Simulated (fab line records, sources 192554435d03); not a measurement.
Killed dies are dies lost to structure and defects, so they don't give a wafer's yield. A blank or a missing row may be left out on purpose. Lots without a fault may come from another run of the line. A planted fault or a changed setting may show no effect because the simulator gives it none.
One fault seen from 2 desks | flow n5_finfet | each desk has only its own numbers; what lay behind them comes last

THE METROLOGY DESK
What the gauges read, lot by lot, whatever tool the lot ran on: means of the sampled wafers that have a number. A lot is out of limits, marked OUT, if its mean lies more than 4 standard deviations from the usual mean; the brackets give that distance. Of its 11 readings 7 are shown: those that lie furthest out on some lot.
Columns: A = V3_OVL at N5_BEOL_M4_OVL_MEAS_29, usual 0.2 nm; B = DIBL_N at N5_BEOL_M4_RC_MEAS_101, usual 35.8 mV/V; C = DIBL_P at N5_BEOL_M4_RC_MEAS_101, usual 35.3 mV/V; D = IOFF_P at N5_BEOL_M4_RC_MEAS_101, usual 0.194 nA/um; E = ION_N at N5_BEOL_M4_RC_MEAS_101, usual 667 uA/um; F = VT_N at N5_BEOL_M4_RC_MEAS_101, usual 251 mV; G = VT_P at N5_BEOL_M4_RC_MEAS_101, usual -252 mV
lot  | first seen here | A    | B    | C    | D     | E   | F   | G
L355 | day 8 20:42     | 0.4  | 34.9 | 35.1 | 0.173 | 667 | 254 | -255
L360 | day 10 00:25    | -0.3 | 33.3 | 32.5 | 0.147 | 658 | 255 | -255
L361 | day 10 06:50    | 0.8  | 35.0 | 34.3 | 0.161 | 649 | 255 | -257
L367 | day 12 03:20    | -0.6 | 35.4 | 34.2 | 0.186 | 668 | 251 | -253
L370 | day 12 18:10    | 0.8  | 36.1 | 36.1 | 0.204 | 668 | 250 | -250
L373 | day 13 12:47    | -0.1 | 36.7 | 35.5 | 0.174 | 664 | 251 | -253
L374 | day 13 18:11    | -0.9 | 36.2 | 34.5 | 0.226 | 670 | 246 | -247
L376 | day 14 02:08    | 0.7  | 35.1 | 36.1 | 0.190 | 669 | 253 | -252
L377 | day 14 07:07    | 1.2  | 37.0 | 35.5 | 0.218 | 676 | 249 | -250
This desk's finding: nothing out of limits on any of the 9 lots.

THE TOOL OWNER'S DESK: rie_diel-03
The tool's own readings at N5_BEOL_M4_ETCH_77 (etches underlayer in N2/H2, target depth 6.5 nm, time 5.2 s): means of the sampled wafers that have a number, for each lot that ran on this tool. A lot is out of limits, marked OUT, if its mean lies more than 4 standard deviations from the usual mean; the brackets give that distance.
Columns: A = drypump_motor_current_A at N5_BEOL_M4_ETCH_77, usual 5.9 A; B = etch_rf_on_time_s at N5_BEOL_M4_ETCH_77, usual 5.25 s; C = oes_product_au at N5_BEOL_M4_ETCH_77, usual 0.67 a.u.; D = rf_vpp_V at N5_BEOL_M4_ETCH_77, usual 523.6 V; E = showerhead_plenum_p_Torr at N5_BEOL_M4_ETCH_77, usual 2.53 Torr; F = throttle_valve_pct at N5_BEOL_M4_ETCH_77, usual 17.8 %
lot  | first seen here | A   | B               | C               | D     | E    | F
L361 | day 10 06:57    | 5.6 | 5.33            | 0.59            | 520.1 | 2.43 | 17.9
L367 | day 12 03:26    | 5.5 | 3.42 (-19) OUT  | 1.04 (+4.6) OUT | 526.6 | 2.67 | 17.6
L370 | day 12 18:17    | 5.5 | 4.29 (-9.8) OUT | 0.82            | 524.7 | 2.58 | 17.6
This desk's finding: out of limits on L367, L370; first on L367, day 12 03:26 (etch_rf_on_time_s at N5_BEOL_M4_ETCH_77). In limits: L361.

PUT TOGETHER
The tool owner's desk could have raised an alarm at day 12 03:26, on L367, L370.
The metrology desk saw nothing out of limits.
The metrology desk has L367, L370 on record, within its limits.
Of the lots named, all ran N5_BEOL_M4_ETCH_77 on rie_diel-03.

WHAT THE SIMULATOR HAD PUT IN
Process parameter drift: rie_diel-03, from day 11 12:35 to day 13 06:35, at N5_BEOL_M4_ETCH_77. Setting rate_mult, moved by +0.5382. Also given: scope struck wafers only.
Lots struck among those shown: L367, L370.
Hours from the fault's start to each desk's first reading out of limits: the tool owner's desk, 15.
